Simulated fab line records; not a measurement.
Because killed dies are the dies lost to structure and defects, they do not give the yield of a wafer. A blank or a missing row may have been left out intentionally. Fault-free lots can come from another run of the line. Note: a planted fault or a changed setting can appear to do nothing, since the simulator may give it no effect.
fab line records	flow n5_finfet
record lots=6	wafers=18	last_day=17
route steps=1938 shown BEOL_M2@908 BEOL_M4@1111 PASSIVATION@1936
lots that met no fault: from a run of the same line without faults
start_h: hours from the record's opening day to when the first of the lot's shown wafers began	wait_h: hours from the lot's prior step to this one	" identical to the entry in the row above	L1.1+2: a row that stands for several wafers	- no value, or no start was given	* or withheld: withheld	< > ~ a bound
route shown NAME@n: a module of which the file shows steps, and the number in the route of the first	usual: the fault-free wafers' mean and standard deviation	same: alike in all rows	chamber/n: place in a boat	sites: readings site by site	_std_site: their standard deviation	_edge_site: outer sites' mean less inner sites'	radius_mm: how far each site lies from the wafer's centre	mask NAME#n: copy n	behind: the tool/chamber that last shaped the wafer	hold: reason for holding the lot/hours on hold/outcome of the hold	device: the transistor (n, p or np) that didn't switch	end of line: the tests these same wafers got at the end of their route	where a step has no rows: the recipe by itself	killed: the dies lost at the first sort to structure and to defects; this is not the yield of the wafer	map: a wafer's dies, x killed, . not, _ none there
set.NAME: the run value of the setting; set.NAME@STEP: its run value at that earlier step	model.NAME: the simulator's own value behind a step, which no gauge read
certain route steps with their lots: each step a table, each wafer a row
services: when a tool's chamber went out of use (start_h, in hours from the record's first day, below 0 if earlier), for how many hours, and the reason
## steps
# step N5_BEOL_M2_SPUTTER_81
# recipe material=Cu	target_thk_a=45	temp_c=-20	chamber_pressure_pa=0.07	power_w=withheld	time_s=8.29
# step N5_BEOL_M2_ANNEAL_82
# recipe temp_c=400	time_s=240	ambient=vacuum
# step N5_BEOL_M2_SPUTTER_86
# recipe material=Cu	target_thk_a=45	temp_c=-20	chamber_pressure_pa=0.07	power_w=withheld	time_s=8.29
# step N5_BEOL_M2_ANNEAL_87
# recipe temp_c=400	time_s=240	ambient=vacuum
# usual heater_power_w=853/90
lot.wafer	tool	chamber	start_h	wait_h	heater_power_w
L867.2	pvd_sputter-03	-	150.30	0.0	869
L867.3	"	-	"	"	853
L867.6	"	-	"	"	840
L872.2	pvd_sputter-01	-	189.10	0.0	805
L872.4	"	-	"	"	800
L872.5	"	-	"	"	877
L874.3	pvd_sputter-01	-	196.57	0.0	797
L874.4	"	-	"	"	802
L874.5	"	-	"	"	795
L878.1	pvd_sputter-02	-	220.44	0.0	1051
L878.4	"	-	"	"	902
L878.6	"	-	"	"	823
L885.2	pvd_sputter-02	-	262.29	0.0	817
L885.3	"	-	"	"	871
L885.6	"	-	"	"	1029
L886.1	pvd_sputter-01	-	269.56	0.0	789
L886.4	"	-	"	"	811
L886.5	"	-	"	"	806
# step N5_BEOL_M2_SPUTTER_88
# recipe material=Cu	target_thk_a=45	temp_c=-20	chamber_pressure_pa=0.07	power_w=withheld	time_s=8.29
# step N5_BEOL_M2_ANNEAL_89
# recipe temp_c=400	time_s=240	ambient=vacuum
# step N5_BEOL_M2_SPUTTER_90
# recipe material=Cu	target_thk_a=45	temp_c=-20	chamber_pressure_pa=0.07	power_w=withheld	time_s=8.29
# usual chamber_pressure_pa=0.07001/0.00014	chuck_gas_flow_sccm=1.27/0.053	throttle_valve_pct=29.4/1.2
lot.wafer	tool	chamber	start_h	wait_h	chamber_pressure_pa	chuck_gas_flow_sccm	throttle_valve_pct
L867.2	pvd_sputter-03	-	150.66	0.1	0.06974	1.25	29.7
L867.3	"	-	"	"	0.06995	1.25	30.3
L867.6	"	-	"	"	0.06982	1.31	29.6
L872.2	pvd_sputter-01	-	189.46	0.1	0.06992	1.23	30.4
L872.4	"	-	"	"	0.07026	1.32	27.3
L872.5	"	-	"	"	0.07014	1.29	29.4
L874.3	pvd_sputter-01	-	196.93	0.1	0.07007	1.25	27.2
L874.4	"	-	"	"	0.07011	1.27	29.9
L874.5	"	-	"	"	0.07015	1.31	29.9
L878.1	pvd_sputter-02	-	220.80	0.1	0.07006	1.21	30.3
L878.4	"	-	"	"	0.0699	1.22	30.9
L878.6	"	-	"	"	0.06992	1.34	29.9
L885.2	pvd_sputter-02	-	262.65	0.1	0.0699	1.32	27.9
L885.3	"	-	"	"	0.06961	1.30	30.8
L885.6	"	-	"	"	0.07007	1.33	30.4
L886.1	pvd_sputter-01	-	269.92	0.1	0.06979	1.24	30.7
L886.4	"	-	"	"	0.07008	1.35	30.0
L886.5	"	-	"	"	0.07006	1.19	29.7
# step N5_BEOL_M2_ANNEAL_91
# recipe temp_c=400	time_s=240	ambient=vacuum
# step N5_BEOL_M2_SPUTTER_92
# recipe material=Cu	target_thk_a=45	temp_c=-20	chamber_pressure_pa=0.07	power_w=withheld	time_s=8.29
# usual chamber_pressure_pa=0.07/0.00015	chuck_gas_flow_sccm=1.26/0.055	throttle_valve_pct=29.4/1.1
lot.wafer	tool	chamber	start_h	wait_h	chamber_pressure_pa	chuck_gas_flow_sccm	throttle_valve_pct
L867.2	pvd_sputter-03	-	150.88	0.1	0.06999	1.23	29.6
L867.3	"	-	"	"	0.07005	1.25	30.5
L867.6	"	-	"	"	0.06983	1.26	29.6
L872.2	pvd_sputter-01	-	189.68	0.1	0.07039	1.33	30.2
L872.4	"	-	"	"	0.07022	1.30	27.4
L872.5	"	-	"	"	0.07007	1.14	29.6
L874.3	pvd_sputter-01	-	197.15	0.1	0.06993	1.31	27.5
L874.4	"	-	"	"	0.0702	1.36	30.0
L874.5	"	-	"	"	0.07009	1.32	30.1
L878.1	pvd_sputter-02	-	221.02	0.1	0.07005	1.24	30.4
L878.4	"	-	"	"	0.06992	1.20	30.9
L878.6	"	-	"	"	0.06985	1.31	30.0
L885.2	pvd_sputter-02	-	262.87	0.1	0.07007	1.28	28.3
L885.3	"	-	"	"	0.07014	1.35	30.9
L885.6	"	-	"	"	0.06996	1.29	30.2
L886.1	pvd_sputter-01	-	270.14	0.1	0.07009	1.13	30.4
L886.4	"	-	"	"	0.06985	1.24	29.8
L886.5	"	-	"	"	0.06961	1.26	29.9
# step N5_BEOL_M2_ANNEAL_93
# recipe temp_c=400	time_s=240	ambient=vacuum
# step N5_BEOL_M2_SPUTTER_94
# recipe material=Cu	target_thk_a=45	temp_c=-20	chamber_pressure_pa=0.07	power_w=withheld	time_s=8.29
# usual chamber_pressure_pa=0.07001/0.00013	chuck_gas_flow_sccm=1.27/0.045	throttle_valve_pct=29.4/1.2
lot.wafer	tool	chamber	start_h	wait_h	chamber_pressure_pa	chuck_gas_flow_sccm	throttle_valve_pct
L867.2	pvd_sputter-03	-	151.10	0.1	0.07024	1.34	29.8
L867.3	"	-	"	"	0.07	1.27	30.5
L867.6	"	-	"	"	0.07032	1.28	29.7
L872.2	pvd_sputter-01	-	189.90	0.1	0.07029	1.18	30.2
L872.4	"	-	"	"	0.07007	1.24	27.5
L872.5	"	-	"	"	0.06976	1.34	29.5
L874.3	pvd_sputter-01	-	197.37	0.1	0.06969	1.21	27.3
L874.4	"	-	"	"	0.07007	1.22	30.1
L874.5	"	-	"	"	0.07	1.31	29.7
L878.1	pvd_sputter-02	-	221.24	0.1	0.0699	1.31	30.5
L878.4	"	-	"	"	0.06976	1.32	31.3
L878.6	"	-	"	"	0.0702	1.37	29.8
L885.2	pvd_sputter-02	-	263.09	0.1	0.07035	1.27	28.2
L885.3	"	-	"	"	0.07019	1.24	30.9
L885.6	"	-	"	"	0.07003	1.28	30.4
L886.1	pvd_sputter-01	-	270.36	0.1	0.06994	1.26	30.2
L886.4	"	-	"	"	0.06983	1.27	29.8
L886.5	"	-	"	"	0.07013	1.32	29.8
# step N5_BEOL_M2_ANNEAL_95
# recipe temp_c=400	time_s=240	ambient=vacuum
# usual heater_power_w=853/90
lot.wafer	tool	chamber	start_h	wait_h	heater_power_w
L867.2	pvd_sputter-03	-	151.18	0.0	845
L867.3	"	-	"	"	882
L867.6	"	-	"	"	842
L872.2	pvd_sputter-01	-	189.98	0.0	787
L872.4	"	-	"	"	792
L872.5	"	-	"	"	908
L874.3	pvd_sputter-01	-	197.45	0.0	810
L874.4	"	-	"	"	792
L874.5	"	-	"	"	793
L878.1	pvd_sputter-02	-	221.32	0.0	1022
L878.4	"	-	"	"	870
L878.6	"	-	"	"	782
L885.2	pvd_sputter-02	-	263.17	0.0	791
L885.3	"	-	"	"	877
L885.6	"	-	"	"	1041
L886.1	pvd_sputter-01	-	270.44	0.0	804
L886.4	"	-	"	"	799
L886.5	"	-	"	"	803
# step N5_BEOL_M2_SPUTTER_96
# recipe material=Cu	target_thk_a=45	temp_c=-20	chamber_pressure_pa=0.07	power_w=withheld	time_s=8.29
# usual chamber_pressure_pa=0.07/0.00013	chuck_gas_flow_sccm=1.26/0.048	throttle_valve_pct=29.4/1.1
lot.wafer	tool	chamber	start_h	wait_h	chamber_pressure_pa	chuck_gas_flow_sccm	throttle_valve_pct
L867.2	pvd_sputter-03	-	151.32	0.1	0.06983	1.22	29.6
L867.3	"	-	"	"	0.07034	1.25	30.4
L867.6	"	-	"	"	0.06975	1.17	29.7
L872.2	pvd_sputter-01	-	190.12	0.1	-	-	-
L872.4	"	-	"	"	-	-	-
L872.5	"	-	"	"	-	-	-
L874.3	pvd_sputter-01	-	197.59	0.1	-	-	-
L874.4	"	-	"	"	-	-	-
L874.5	"	-	"	"	-	-	-
L878.1	pvd_sputter-02	-	221.46	0.1	0.07023	1.19	30.2
L878.4	"	-	"	"	0.07007	1.23	30.7
L878.6	"	-	"	"	0.06989	1.23	30.0
L885.2	pvd_sputter-02	-	263.31	0.1	0.0699	1.23	28.1
L885.3	"	-	"	"	0.06995	1.20	30.8
L885.6	"	-	"	"	0.07	1.27	30.4
L886.1	pvd_sputter-01	-	270.58	0.1	0.07007	1.23	30.4
L886.4	"	-	"	"	0.06977	1.24	29.8
L886.5	"	-	"	"	0.06987	1.30	30.0
# step N5_BEOL_M2_ECD_50
# recipe material=Cu	target_thk_a=3000
# step N5_BEOL_M4_RC_MEAS_101
# usual DIBL_N=36.4/1.7	DIBL_P=36.4/2.1	IOFF_N=0.16/0.035	IOFF_P=0.21/0.035	ION_N=680/11	ION_P=465/6.8	SS_N=71.5/0.58	SS_P=73.2/0.72	VT_N=249/3.6	VT_P=-250/3.1
lot.wafer	tool	chamber	start_h	wait_h	DIBL_N[mV/V]	DIBL_P[mV/V]	IOFF_N[nA/um]	IOFF_P[nA/um]	ION_N[uA/um]	ION_P[uA/um]	SS_N[mV/dec]	SS_P[mV/dec]	VT_N[mV]	VT_P[mV]
L867.2	prober-01	0	181.77	0.2	35.2	36.4	0.15	0.22	673	459	71.3	73.8	250	-253
L867.3	"	0	"	"	37.7	38.3	0.21	0.26	691	470	72.4	74.5	245	-249
L867.6	"	0	"	"	37.4	38.8	0.19	0.26	680	462	72.1	73.9	246	-250
L872.2	prober-02	0	216.38	0.2	36.6	37.4	0.18	0.22	685	466	71.8	73.5	246	-249
L872.4	"	0	"	"	33.7	35.1	0.14	0.20	684	476	71.4	72.9	249	-252
L872.5	"	0	"	"	34.7	36.9	0.16	0.21	681	470	71.4	73.9	247	-250
L874.3	prober-02	0	218.54	0.3	38.2	38.6	0.18	0.22	677	457	72.4	73.4	249	-249
L874.4	"	0	"	"	38.6	40.2	0.20	0.25	690	474	72.3	74.0	245	-248
L874.5	"	0	"	"	37.3	37.8	0.16	0.21	680	465	71.6	73.6	254	-251
L878.1	prober-02	0	252.01	0.0	36.0	35.4	0.16	0.23	673	471	71.6	73.0	247	-245
L878.4	"	0	"	"	35.6	35.3	0.16	0.23	687	474	71.0	73.0	247	-247
L878.6	"	0	"	"	37.2	36.3	0.18	0.25	691	471	71.8	73.1	245	-247
L886.1	prober-02	0	293.24	0.0	40.7	41.2	0.28	0.30	710	472	72.3	74.5	239	-245
L886.4	"	0	"	"	37.0	36.5	0.18	0.22	693	477	71.4	73.0	247	-248
L886.5	"	0	"	"	40.4	40.9	0.25	0.29	697	473	71.9	74.7	240	-248
L885.2	prober-01	0	302.55	0.2	37.1	37.9	0.21	0.21	674	452	72.1	74.1	248	-253
L885.3	"	0	"	"	39.2	40.1	0.27	0.26	705	470	73.0	74.4	239	-249
L885.6	"	0	"	"	37.0	37.6	0.20	0.21	678	457	72.6	73.2	247	-251
# step N5_PASSIVATION_PROBE_49
# usual defect_limited_yield=91.3/1.4	killed_at_M0_to_M3=36/11	killed_at_M4_up=13/5.2	killed_at_contacts=13/6.5	killed_at_front_end=37/11	killed_at_other=3.6/2.9	killed_dies=103/17	killed_open=68/12	killed_short=33/7.3	sort_bin_4_leakage=0.01/0.039	sort_bin_5_function=5.2/0.91	sort_bin_6_memory=3.2/0.67	sort_n_pass=1077/17	sort_yield_pct=91.3/1.4
# same gross_dies=1180	killed_at_back_side=0	sort_bin_8_speed[%]=0
lot.wafer	tool	chamber	start_h	wait_h	defect_limited_yield[%]	killed_at_M0_to_M3	killed_at_M4_up	killed_at_contacts	killed_at_front_end	killed_at_other	killed_dies	killed_open	killed_short	sort_bin_4_leakage[%]	sort_bin_5_function[%]	sort_bin_6_memory[%]	sort_n_pass	sort_yield_pct[%]
L867.2	prober-02	-	284.37	0.1	90.4	43	11	21	36	2	113	63	49	0	5.4	3.6	1067	90.4
L867.3	prober-02	-	284.42	0.1	90.1	43	13	14	47	0	117	70	44	0	5.6	3.9	1063	90.1
L867.6	prober-02	-	284.57	0.3	91.8	36	17	13	28	3	97	62	34	0	5.0	2.8	1083	91.8
L872.2	prober-01	-	323.37	0.1	91.3	47	11	1	42	2	103	59	39	0	5.8	2.8	1077	91.3
L872.4	prober-01	-	323.47	0.2	90.8	27	19	16	45	1	108	76	29	0	5.4	3.6	1072	90.8
L872.5	prober-01	-	323.52	0.2	91.5	36	7	16	35	6	100	72	23	0	4.9	3.3	1080	91.5
L874.3	prober-01	-	333.03	0.1	89.8	47	14	6	50	3	120	68	42	0	6.4	3.6	1060	89.8
L874.4	prober-01	-	333.08	0.2	90.2	43	20	12	36	5	116	79	32	0	5.7	3.7	1064	90.2
L874.5	prober-01	-	333.13	0.2	90.8	38	14	10	36	10	108	72	34	0	5.3	3.6	1072	90.8
L885.2	prober-02	-	409.71	0.1	89.2	42	19	15	47	4	127	89	37	0	7.0	3.7	1053	89.2
L885.3	prober-02	-	409.76	0.1	89.5	51	16	12	41	4	124	88	36	0	6.0	4.1	1056	89.5
L885.6	prober-02	-	409.91	0.3	90.8	44	18	10	33	3	108	71	36	0	5.9	2.7	1072	90.8
# killed by level:class
L867.2 BEOL_M0_SAQP:geometric_particle:short=13 MOL_CONTACT_COAG:geometric_particle:open=11 MOL_CONTACT_COAG:geometric_particle:short=10 BEOL_M0_SAQP:geometric_particle:open=9 GATE_CUT:geometric_particle:short=7 BEOL_M2:geometric_particle:open=5 STARTING-WAFER:geometric_particle:short=5 FIN_SAQP:geometric_particle:open=4
L867.3 FIN_SAQP:geometric_particle:short=11 MOL_CONTACT_COAG:geometric_particle:open=11 FIN_SAQP:geometric_particle:open=8 BEOL_M0_SAQP:geometric_particle:open=7 BEOL_M0_SAQP:geometric_particle:short=7 BEOL_M2:geometric_particle:open=7 BEOL_M3:geometric_particle:short=6 BEOL_M1:geometric_particle:open=6
L867.6 MOL_CONTACT_COAG:geometric_particle:open=11 BEOL_M0_SAQP:geometric_particle:short=9 FIN_SAQP:geometric_particle:open=8 BEOL_M2:geometric_particle:open=8 FIN_SAQP:geometric_particle:short=7 BEOL_M0:geometric_particle:open=6 BEOL_M4:geometric_particle:open=6 BEOL_M3:geometric_particle:open=4
L872.2 FIN_SAQP:geometric_particle:open=11 DUMMY_GATE:geometric_particle:open=8 BEOL_M0_SAQP:geometric_particle:short=8 BEOL_M1:geometric_particle:open=7 FIN_SAQP:geometric_particle:short=6 BEOL_M2:geometric_particle:open=6 BEOL_M3:geometric_particle:open=6 GATE_CUT:geometric_particle:short=5
L872.4 FIN_SAQP:geometric_particle:open=20 MOL_CONTACT_COAG:geometric_particle:open=12 BEOL_M3:geometric_particle:open=10 FIN_CUT:geometric_particle:open=5 BEOL_M2:geometric_particle:open=5 BEOL_M4:geometric_particle:open=5 STARTING-WAFER:geometric_particle:short=5 MOL_CONTACT_COAG:geometric_particle:short=4
L872.5 MOL_CONTACT_COAG:geometric_particle:open=14 BEOL_M2:geometric_particle:open=9 BEOL_M3:geometric_particle:open=9 BEOL_M0_SAQP:geometric_particle:short=7 STI_FIN_REVEAL:geometric_particle:open=6 DUMMY_GATE:geometric_particle:open=5 BEOL_M2:interface_void_opened=4 STARTING-WAFER:geometric_particle:open=4
L874.3 BEOL_M2:geometric_particle:open=10 STI_FIN_REVEAL:geometric_particle:open=8 ILD0:geometric_particle:open=8 BEOL_M0_SAQP:geometric_particle:open=7 ILD0:geometric_particle:short=7 BEOL_M0_SAQP:geometric_particle:short=7 BEOL_M2:interface_void_opened=7 STI_FIN_REVEAL:geometric_particle:short=6
L874.4 FIN_SAQP:geometric_particle:open=15 BEOL_M0_SAQP:geometric_particle:short=12 BEOL_M0_SAQP:geometric_particle:open=11 MOL_CONTACT_COAG:geometric_particle:open=10 BEOL_M2:geometric_particle:open=10 BEOL_M5:geometric_particle:open=8 FIN_SAQP:geometric_particle:short=5 STI_FIN_REVEAL:geometric_particle:open=5
L874.5 FIN_SAQP:geometric_particle:open=10 MOL_CONTACT_COAG:geometric_particle:open=9 BEOL_M3:geometric_particle:open=9 FIN_SAQP:geometric_particle:short=8 BEOL_M0_SAQP:geometric_particle:open=8 GATE_CUT:geometric_particle:short=7 BEOL_M0_SAQP:geometric_particle:short=6 BEOL_M4:geometric_particle:open=6
L885.2 FIN_SAQP:geometric_particle:short=12 MOL_CONTACT_COAG:geometric_particle:open=12 BEOL_M4:geometric_particle:open=12 FIN_SAQP:geometric_particle:open=10 BEOL_M0_SAQP:geometric_particle:open=10 BEOL_M2:geometric_particle:open=10 BEOL_M1:geometric_particle:open=8 GATE_CUT:geometric_particle:short=6
L885.3 MOL_CONTACT_COAG:geometric_particle:open=10 BEOL_M0_SAQP:geometric_particle:open=10 FIN_SAQP:geometric_particle:short=9 BEOL_M2:geometric_particle:open=9 BEOL_M3:geometric_particle:open=9 BEOL_M4:geometric_particle:open=9 STI_FIN_REVEAL:geometric_particle:open=8 FIN_SAQP:geometric_particle:open=7
L885.6 BEOL_M0_SAQP:geometric_particle:open=10 BEOL_M0_SAQP:geometric_particle:short=9 BEOL_M3:geometric_particle:open=9 MOL_CONTACT_COAG:geometric_particle:open=8 FIN_SAQP:geometric_particle:open=7 FIN_SAQP:geometric_particle:short=6 BEOL_M1:geometric_particle:open=5 BEOL_M2:geometric_particle:open=5
## services
tool	chamber	start_h	hours	kind
pvd_sputter-03	-	152.34	6.3	repair
pvd_sputter-03	-	160.23	10.0	repair
pvd_sputter-02	-	239.55	2.6	repair
## key
first_sign step=N5_BEOL_M2_SPUTTER_96	reading=tool_record	direction=missing
effect none on later readings
met_at N5_BEOL_M2_SPUTTER_96
struck_wafers L872.2,L872.4,L872.5,L874.3,L874.4,L874.5
fault kind=skipped_step_whole	tool=pvd_sputter-01	chamber=-	onset_h=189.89	steps=N5_BEOL_M2_SPUTTER_96	scope=struck_lots_only
